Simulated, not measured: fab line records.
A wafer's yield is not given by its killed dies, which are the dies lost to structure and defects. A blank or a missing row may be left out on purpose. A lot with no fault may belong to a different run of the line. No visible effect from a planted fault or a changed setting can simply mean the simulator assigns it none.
Chamber matching    flow n5Finfet    3 sister chambers for N5_BEOL_M4_ILD_DEP_00 on pecvd-02
The step deposits SiOC from DEMS/O2, target thk 79 nm, time 15.3 s. 36 wafers are shown with their chamber, then 12 later ones without.

## WAFERS, EACH WITH ITS CHAMBER
wafer   chamber  heaterPowerW (W)  throttleValvePct (%)  showerheadPlenumPTorr (Torr)
L074.2  1        382               11.6                  5.688
L074.3  0        450               11.9                  5.692
L074.5  0        459               11.7                  5.705
L076.1  2        569               11.5                  5.706
L076.3  0        480               12.2                  5.687
L076.6  0        482               12.3                  5.690
L079.1  1        468               11.7                  5.686
L079.4  0        551               11.8                  5.678
L079.6  1        478               11.7                  5.694
L083.1  1        415               11.8                  5.699
L083.2  2        596               11.3                  5.707
L083.3  0        459               12.0                  5.686
L083.4  1        424               11.7                  5.699
L083.5  2        584               11.5                  5.707
L083.6  0        468               12.1                  5.691
L084.1  0        472               11.8                  5.694
L084.5  1        436               11.8                  5.690
L084.6  2        542               11.7                  5.702
L085.1  0        488               12.2                  5.714
L085.4  2        604               11.4                  5.707
L085.5  0        494               11.9                  5.683
L086.1  0        497               12.3                  5.694
L086.2  1        472               11.5                  5.713
L086.3  2        596               11.8                  5.706
L086.4  1        472               11.5                  5.703
L086.5  0        498               12.0                  5.687
L086.6  2        598               11.8                  5.696
L088.2  0        452               11.8                  5.682
L088.3  1        444               11.5                  5.694
L088.5  1        444               11.9                  5.696
L089.1  1        424               12.0                  5.694
L089.3  0        552               11.8                  5.679
L089.4  0        547               11.8                  5.699
L092.4  1        461               11.7                  5.689
L092.5  0        556               11.8                  5.698
L092.6  2        581               11.5                  5.714

SIGNATURES (means of the wafers above)
reading                chamber 0  chamber 1  chamber 2  scatter within a chamber
heaterPowerW           494.06     443.33     583.75     31.6
throttleValvePct       11.963     11.700     11.562     0.184
showerheadPlenumPTorr  5.69119    5.69542    5.70563    0.0081
Rule: for each reading, subtract the chamber's mean from the wafer's reading, divide by that reading's scatter and square the result; add these up over the readings and take the root, which gives the wafer's distance from the chamber. The wafer belongs to the nearest chamber; if the next one is less than 2 further off, it can't be placed. The scatter is the square root of a quotient: the sum, over the shown wafers, of each reading's squared deviation from its chamber's mean, divided by wafers minus chambers.

## WAFERS WITH NO CHAMBER GIVEN
wafer   heaterPowerW (W)  throttleValvePct (%)  showerheadPlenumPTorr (Torr)
L095.1  568               11.4                  5.686
L095.3  568               11.8                  5.702
L095.5  447               11.6                  5.696
L094.1  471               11.8                  5.696
L094.2  503               11.8                  5.707
L094.3  453               11.9                  5.694
L094.4  518               11.7                  5.707
L094.5  453               12.0                  5.688
L094.6  493               11.7                  5.680
L096.1  545               11.7                  5.693
L096.5  556               11.7                  5.674
L096.6  554               11.4                  5.707

## THE CHAMBER EACH PASSED THROUGH
wafer   from the rows above           in truth
L095.1  can't be placed: 2 or 0 or 1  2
L095.3  can't be placed: 2 or 0       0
L095.5  can't be placed: 1 or 0       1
L094.1  can't be placed: 1 or 0       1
L094.2  can't be placed: 0 or 1 or 2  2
L094.3  can't be placed: 1 or 0       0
L094.4  can't be placed: 2 or 0 or 1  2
L094.5  can't be placed: 0 or 1       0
L094.6  can't be placed: 0 or 1       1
L096.1  can't be placed: 2 or 0 or 1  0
L096.5  can't be placed: 0 or 2 or 1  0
L096.6  2                             2
Correct placement for 1 of the 12. Not placeable from these rows: 11 (in 11, the candidates include the true chamber). 0 placed wrongly.
